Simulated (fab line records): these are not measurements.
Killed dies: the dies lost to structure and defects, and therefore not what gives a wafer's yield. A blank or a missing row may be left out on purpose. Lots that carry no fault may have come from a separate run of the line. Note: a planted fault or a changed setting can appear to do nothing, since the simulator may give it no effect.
Matching of chambers / flow n5 finfet / N5_MOL_CONTACT_COAG_ALD_131 on ald sin-04: 4 sister chambers
The step deposits SiO2, target thk 5 nm, pulse time 1 s, co reactant pulse time 1 s. 8 wafers are shown with their chamber, then 7 later ones without.

== WAFERS WITH THEIR CHAMBER ==
wafer=L074.1; chamber=3; heater power w (W)=79; precursor pulse height rel=0.999
wafer=L075.4; chamber=3; heater power w (W)=76; precursor pulse height rel=0.987
wafer=L079.6; chamber=0; heater power w (W)=78; precursor pulse height rel=0.997
wafer=L080.2; chamber=2; heater power w (W)=79; precursor pulse height rel=0.992
wafer=L080.3; chamber=0; heater power w (W)=78; precursor pulse height rel=0.982
wafer=L080.4; chamber=1; heater power w (W)=83; precursor pulse height rel=1.014
wafer=L082.2; chamber=2; heater power w (W)=80; precursor pulse height rel=0.988
wafer=L082.4; chamber=1; heater power w (W)=82; precursor pulse height rel=1.003

== WAFERS WITHOUT THEIR CHAMBER ==
wafer=L082.5; heater power w (W)=79; precursor pulse height rel=1.019
wafer=L093.3; heater power w (W)=77; precursor pulse height rel=0.964
wafer=L093.4; heater power w (W)=77; precursor pulse height rel=0.988
wafer=L093.5; heater power w (W)=86; precursor pulse height rel=1.006
wafer=L094.1; heater power w (W)=86; precursor pulse height rel=1.015
wafer=L094.2; heater power w (W)=78; precursor pulse height rel=1.005
wafer=L094.5; heater power w (W)=83; precursor pulse height rel=0.986

== THE CHAMBER EACH PASSED THROUGH ==
wafer=L082.5; from the rows above=can't be placed: 1 or 3 or 2 or 0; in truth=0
wafer=L093.3; from the rows above=can't be placed: 0 or 3 or 2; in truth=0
wafer=L093.4; from the rows above=can't be placed: 3 or 0 or 2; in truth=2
wafer=L093.5; from the rows above=1; in truth=1
wafer=L094.1; from the rows above=1; in truth=1
wafer=L094.2; from the rows above=can't be placed: 3 or 0 or 2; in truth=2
wafer=L094.5; from the rows above=can't be placed: 1 or 2 or 0 or 3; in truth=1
2 of 7 placed correctly. Can't be placed from these rows: 5 (the true chamber is among the candidates in 5). Wrongly placed: 0.
How it was worked out, from the rows above alone: a wafer's distance from a chamber is the root of the sum, over the readings, of the square of ((its reading less the chamber's mean) divided by the reading's scatter). If the next closest chamber is less than 2 further off than the closest, the wafer can't be placed; otherwise it belongs to the closest. A chamber's mean is the mean of its shown wafers. The scatter: take each reading less its chamber's mean, square it, sum over the shown wafers, divide by the number of wafers less the number of chambers, and take the root.
